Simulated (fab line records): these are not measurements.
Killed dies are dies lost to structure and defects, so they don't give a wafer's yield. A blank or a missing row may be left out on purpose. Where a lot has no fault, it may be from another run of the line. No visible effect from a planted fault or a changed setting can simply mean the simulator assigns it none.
Which tool is to blame? :: flow nand harc :: Sampling: 13 lots, 39 wafers, 6 of 1159 route steps

WHAT THE GAUGES SHOWED, per wafer
NHARC_A_SOURCE_PLATE_INSPECT_08. Usual: raw defect count 69, standard deviation 38.
lot: L987
measured: day 7 13:39
on: defect inspect-02
raw defect count: 91 64 105
flag: 

lot: L988
measured: day 7 23:10
on: defect inspect-01
raw defect count: 53 46 57
flag: 

lot: L989
measured: day 8 05:23
on: defect inspect-01
raw defect count: 44 107 73
flag: 

lot: L991
measured: day 8 21:17
on: defect inspect-01
raw defect count: 483 473 499 481 478 495
flag: OFF

lot: L994
measured: day 9 08:59
on: defect inspect-02
raw defect count: 452 454 473 458 457 471
flag: OFF

lot: L993
measured: day 9 08:59
on: defect inspect-01
raw defect count: 537 522 475 527 522 478
flag: OFF

lot: L999
measured: day 11 19:43
on: defect inspect-02
raw defect count: 75 57 47
flag: 

lot: L101
measured: day 11 23:27
on: defect inspect-01
raw defect count: 83 47 35
flag: 

lot: L105
measured: day 12 07:37
on: defect inspect-02
raw defect count: 56 36 70
flag: 

lot: L103
measured: day 12 07:36
on: defect inspect-01
raw defect count: 36 38 46
flag: 

lot: L107
measured: day 12 12:32
on: defect inspect-02
raw defect count: 85 58 48
flag: 

lot: L106
measured: day 12 12:32
on: defect inspect-01
raw defect count: 54 48 86
flag: 

lot: L108
measured: day 12 17:09
on: defect inspect-02
raw defect count: 101 247 156
flag: 

NHARC_A_ONON_D1_THK_MEAS_14: measures by ellipsometry. Usual: thk nm 998 nm, standard deviation 10.
lot: L987
measured: day 7 16:31
on: film metro-01
thk nm (nm): 975 976 975
flag: 

lot: L988
measured: day 8 02:01
on: film metro-02
thk nm (nm): 1002 1002 1002
flag: 

lot: L989
measured: day 8 08:15
on: film metro-02
thk nm (nm): 1010 1009 1008
flag: 

lot: L991
measured: day 9 07:38
on: film metro-01
thk nm (nm): 983 983 982
flag: 

lot: L994
measured: day 9 21:04
on: film metro-02
thk nm (nm): 1025 1024 1023
flag: 

lot: L993
measured: day 9 15:11
on: film metro-01
thk nm (nm): 997 998 996
flag: 

lot: L999
measured: day 11 22:34
on: film metro-01
thk nm (nm): 986 985 984
flag: 

lot: L101
measured: day 12 02:17
on: film metro-01
thk nm (nm): 1007 1008 1009
flag: 

lot: L105
measured: day 12 11:17
on: film metro-02
thk nm (nm): 1001 999 999
flag: 

lot: L103
measured: day 12 10:50
on: film metro-02
thk nm (nm): 997 997 997
flag: 

lot: L107
measured: day 12 15:23
on: film metro-01
thk nm (nm): 999 999 997
flag: 

lot: L106
measured: day 12 15:24
on: film metro-02
thk nm (nm): 996 996 995
flag: 

lot: L108
measured: day 12 20:04
on: film metro-01
thk nm (nm): 993 994 993
flag: 

NHARC_END_SORT_01. Usual: defect limited yield 95.4 %, standard deviation 1.8; killed at array 27, standard deviation 12; killed at other 0.5, standard deviation 0.9; killed at periphery 3.7, standard deviation 2.7; killed dies 31, standard deviation 12; killed open 3.3, standard deviation 2; killed short 2.0, standard deviation 1.4; sort_bin_2_pct 1.4 %, standard deviation 0.74; sort_bin_3_pct 0.25 %, standard deviation 0.2; sort_bin_4_pct 2.9 %, standard deviation 1.1; sort n pass 646, standard deviation 12; sort rim yield pct 96.4 %, standard deviation 2.8; sort yield pct 95.4 %, standard deviation 1.8.
lot: L103
measured: day 25 18:07
on: prober-02
defect limited yield (%): 93.9 94.8 95.9
killed at array: 37 32 25
killed at other: 0 0 0
killed at periphery: 4 3 3
killed dies: 41 35 28
killed open: 5 2 1
killed short: 0 1 0
sort_bin_2_pct (%): 1.9 1.8 1.6
sort_bin_3_pct (%): 0.59 0.44 0.15
sort_bin_4_pct (%): 3.5 3.0 2.4
sort n pass: 636 642 649
sort rim yield pct (%): 97.2 99.1 100.0
sort yield pct (%): 93.9 94.8 95.9
flag: 

lot: L108
measured: day 25 10:19
on: prober-01
defect limited yield (%): 96.8 96.9 96.6
killed at array: 20 17 20
killed at other: 0 0 0
killed at periphery: 2 4 3
killed dies: 22 21 23
killed open: 2 1 2
killed short: 2 1 2
sort_bin_2_pct (%): 1.0 0.7 0.9
sort_bin_3_pct (%): 0.30 0.30 0
sort_bin_4_pct (%): 1.9 2.1 2.5
sort n pass: 655 656 654
sort rim yield pct (%): 97.2 94.3 97.2
sort yield pct (%): 96.8 96.9 96.6
flag: 

TOOL THAT RAN EACH LOT (tool first, then ch and the chambers of the sampled wafers, then the start)
lot: L987
NHARC_P_BONDPAD_PVD_17: pvd sputter-01, day 6 08:41 or earlier
NHARC_P_BONDPAD_ACTIVATE_29: rie diel-04 ch 1,2, day 6 08:41
NHARC_A_SOURCE_PLATE_PRECLEAN_00: wet bench-02 ch 4,5,7, day 6 11:26

lot: L988
NHARC_P_BONDPAD_PVD_17: pvd sputter-01, day 6 23:58 or earlier
NHARC_P_BONDPAD_ACTIVATE_29: rie diel-04 ch 2,3, day 6 23:58
NHARC_A_SOURCE_PLATE_PRECLEAN_00: wet bench-04 ch 0,2,7, day 7 02:37

lot: L989
NHARC_P_BONDPAD_PVD_17: pvd sputter-01, day 7 06:19 or earlier
NHARC_P_BONDPAD_ACTIVATE_29: rie diel-04 ch 0,1,3, day 7 06:19
NHARC_A_SOURCE_PLATE_PRECLEAN_00: wet bench-02 ch 0,5,7, day 7 09:13

lot: L991
NHARC_P_BONDPAD_PVD_17: pvd sputter-01, day 7 22:28 or earlier
NHARC_P_BONDPAD_ACTIVATE_29: rie diel-04 ch 1,2, day 7 22:28
NHARC_A_SOURCE_PLATE_PRECLEAN_00: wet bench-03 ch 0,3,6, day 8 01:16

lot: L994
NHARC_P_BONDPAD_PVD_17: pvd sputter-02, day 8 10:01 or earlier
NHARC_P_BONDPAD_ACTIVATE_29: rie diel-04 ch 1,2,3, day 8 10:01
NHARC_A_SOURCE_PLATE_PRECLEAN_00: wet bench-03 ch 1,2,3, day 8 12:49

lot: L993
NHARC_P_BONDPAD_PVD_17: pvd sputter-02, day 8 11:38 or earlier
NHARC_P_BONDPAD_ACTIVATE_29: rie diel-12 ch 0,1,3, day 8 11:38
NHARC_A_SOURCE_PLATE_PRECLEAN_00: wet bench-03 ch 2,3,5, day 8 14:23

lot: L999
NHARC_P_BONDPAD_PVD_17: pvd sputter-03, day 10 19:43 or earlier
NHARC_P_BONDPAD_ACTIVATE_29: rie diel-12 ch 0,2,3, day 10 19:43
NHARC_A_SOURCE_PLATE_PRECLEAN_00: wet bench-04 ch 0,3,5, day 10 22:35

lot: L101
NHARC_P_BONDPAD_PVD_17: pvd sputter-01, day 11 01:23 or earlier
NHARC_P_BONDPAD_ACTIVATE_29: rie diel-04 ch 1,2,3, day 11 01:23
NHARC_A_SOURCE_PLATE_PRECLEAN_00: wet bench-02 ch 2,3,5, day 11 04:06

lot: L105
NHARC_P_BONDPAD_PVD_17: pvd sputter-02, day 11 09:06 or earlier
NHARC_P_BONDPAD_ACTIVATE_29: rie diel-04 ch 0,2, day 11 09:06
NHARC_A_SOURCE_PLATE_PRECLEAN_00: wet bench-03 ch 1,2,6, day 11 11:53

lot: L103
NHARC_P_BONDPAD_PVD_17: pvd sputter-03, day 11 10:21 or earlier
NHARC_P_BONDPAD_ACTIVATE_29: rie diel-04 ch 1,2, day 11 10:21
NHARC_A_SOURCE_PLATE_PRECLEAN_00: wet bench-03 ch 1,6,7, day 11 13:01

lot: L107
NHARC_P_BONDPAD_PVD_17: pvd sputter-03, day 11 13:17 or earlier
NHARC_P_BONDPAD_ACTIVATE_29: rie diel-08 ch 0,1,2, day 11 13:17
NHARC_A_SOURCE_PLATE_PRECLEAN_00: wet bench-03 ch 0,4,6, day 11 16:04

lot: L106
NHARC_P_BONDPAD_PVD_17: pvd sputter-03, day 11 14:21 or earlier
NHARC_P_BONDPAD_ACTIVATE_29: rie diel-04 ch 0,1,2, day 11 14:21
NHARC_A_SOURCE_PLATE_PRECLEAN_00: wet bench-03 ch 0,5,6, day 11 16:59

lot: L108
NHARC_P_BONDPAD_PVD_17: pvd sputter-01, day 11 15:35 or earlier
NHARC_P_BONDPAD_ACTIVATE_29: rie diel-04 ch 0,3, day 11 15:35
NHARC_A_SOURCE_PLATE_PRECLEAN_00: wet bench-04 ch 2,5,7, day 11 19:11
- NHARC_P_BONDPAD_PVD_17: deposits TaN, target thk 5 nm, time 8.06 s.
- NHARC_P_BONDPAD_ACTIVATE_29: chemistry N2, time 60 s.
- NHARC_A_SOURCE_PLATE_PRECLEAN_00: cleans in HF-LAST, time 60 s.

WHAT THE TOOLS THEMSELVES READ (means of the sampled wafers that have a number; where no wafer has one, the mark that the record gives instead)
NHARC_P_BONDPAD_PVD_17. Usual: throttle valve pct 29.9 %, standard deviation 0.87.
lot: L987
tool: pvd sputter-01
throttle valve pct (%): 30.3
flag: 

lot: L988
tool: pvd sputter-01
throttle valve pct (%): 30.1
flag: 

lot: L989
tool: pvd sputter-01
throttle valve pct (%): 30.6
flag: 

lot: L991
tool: pvd sputter-01
throttle valve pct (%): 30.3
flag: 

lot: L994
tool: pvd sputter-02
throttle valve pct (%): 29.2
flag: 

lot: L993
tool: pvd sputter-02
throttle valve pct (%): 28.9
flag: 

lot: L999
tool: pvd sputter-03
throttle valve pct (%): 30.2
flag: 

lot: L101
tool: pvd sputter-01
throttle valve pct (%): 29.7
flag: 

lot: L105
tool: pvd sputter-02
throttle valve pct (%): 29.4
flag: 

lot: L103
tool: pvd sputter-03
throttle valve pct (%): 30.8
flag: 

lot: L107
tool: pvd sputter-03
throttle valve pct (%): 30.1
flag: 

lot: L106
tool: pvd sputter-03
throttle valve pct (%): 29.8
flag: 

lot: L108
tool: pvd sputter-01
throttle valve pct (%): 29.9
flag: 

NHARC_P_BONDPAD_ACTIVATE_29. Usual: drypump motor current A 5.7 A, standard deviation 0.38; oes product au 1.002 a.u., standard deviation 0.0087; rf vpp V 64.5 V, standard deviation 0.92; showerhead plenum p Torr 1.84 Torr, standard deviation 0.083.
lot: L987
tool: rie diel-04
drypump motor current A (A): 5.4
oes product au (a.u.): 0.993
rf vpp V (V): 65.4
showerhead plenum p Torr (Torr): 1.89
flag: 

lot: L988
tool: rie diel-04
drypump motor current A (A): 6.1
oes product au (a.u.): 1.008
rf vpp V (V): 64.2
showerhead plenum p Torr (Torr): 1.80
flag: 

lot: L989
tool: rie diel-04
drypump motor current A (A): 5.7
oes product au (a.u.): 1.002
rf vpp V (V): 63.5
showerhead plenum p Torr (Torr): 1.84
flag: 

lot: L991
tool: rie diel-04
drypump motor current A (A): 5.6
oes product au (a.u.): 0.988
rf vpp V (V): 65.2
showerhead plenum p Torr (Torr): 1.90
flag: 

lot: L994
tool: rie diel-04
drypump motor current A (A): 5.7
oes product au (a.u.): 1.007
rf vpp V (V): 63.6
showerhead plenum p Torr (Torr): 1.84
flag: 

lot: L993
tool: rie diel-12
drypump motor current A (A): 6.2
oes product au (a.u.): 1.005
rf vpp V (V): 63.8
showerhead plenum p Torr (Torr): 1.81
flag: 

lot: L999
tool: rie diel-12
drypump motor current A (A): 5.9
oes product au (a.u.): 0.999
rf vpp V (V): 62.7
showerhead plenum p Torr (Torr): 1.74
flag: 

lot: L101
tool: rie diel-04
drypump motor current A (A): 5.7
oes product au (a.u.): 1.006
rf vpp V (V): 64.2
showerhead plenum p Torr (Torr): 1.84
flag: 

lot: L105
tool: rie diel-04
drypump motor current A (A): 5.8
oes product au (a.u.): 0.991
rf vpp V (V): 65.0
showerhead plenum p Torr (Torr): 1.90
flag: 

lot: L103
tool: rie diel-04
drypump motor current A (A): 5.6
oes product au (a.u.): 0.998
rf vpp V (V): 64.3
showerhead plenum p Torr (Torr): 1.90
flag: 

lot: L107
tool: rie diel-08
drypump motor current A (A): 5.3
oes product au (a.u.): 0.999
rf vpp V (V): 63.7
showerhead plenum p Torr (Torr): 1.77
flag: 

lot: L106
tool: rie diel-04
drypump motor current A (A): 5.6
oes product au (a.u.): 1.003
rf vpp V (V): 64.8
showerhead plenum p Torr (Torr): 1.89
flag: 

lot: L108
tool: rie diel-04
drypump motor current A (A): 5.9
oes product au (a.u.): 1.013
rf vpp V (V): 64.9
showerhead plenum p Torr (Torr): 1.84
flag: 

THE ANSWER, worked out from the rows above alone
Rule: a lot is off if the mean of its wafers that have a number lies more than 3 standard deviations from the usual mean. Also off: a lot with no number at a reading for which 4 or more lots have one. Where the step has rows for the other lots, those lots are counted as sound. The gauges are gone through in route order, then the tools' own readings, and for those a lot's mean is taken as printed above. The first step at which some lot is off is used, and at that step the reading that is off furthest; a lot without a number counts as furthest.
Off at NHARC_A_SOURCE_PLATE_INSPECT_08 (raw defect count): L991, L994, L993.
If a tool, at a process step before that reading, ran all the lots that are off and no sound lot after the first of them, it fits. Those tools and the gauges at NHARC_A_SOURCE_PLATE_INSPECT_08 are tried in the same way. NHARC_P_BONDPAD_PVD_17: start missing for some lots; hours and lot order therefore follow NHARC_P_BONDPAD_ACTIVATE_29. None of those tried fits.

WHAT THE SIMULATOR HAD INSERTED
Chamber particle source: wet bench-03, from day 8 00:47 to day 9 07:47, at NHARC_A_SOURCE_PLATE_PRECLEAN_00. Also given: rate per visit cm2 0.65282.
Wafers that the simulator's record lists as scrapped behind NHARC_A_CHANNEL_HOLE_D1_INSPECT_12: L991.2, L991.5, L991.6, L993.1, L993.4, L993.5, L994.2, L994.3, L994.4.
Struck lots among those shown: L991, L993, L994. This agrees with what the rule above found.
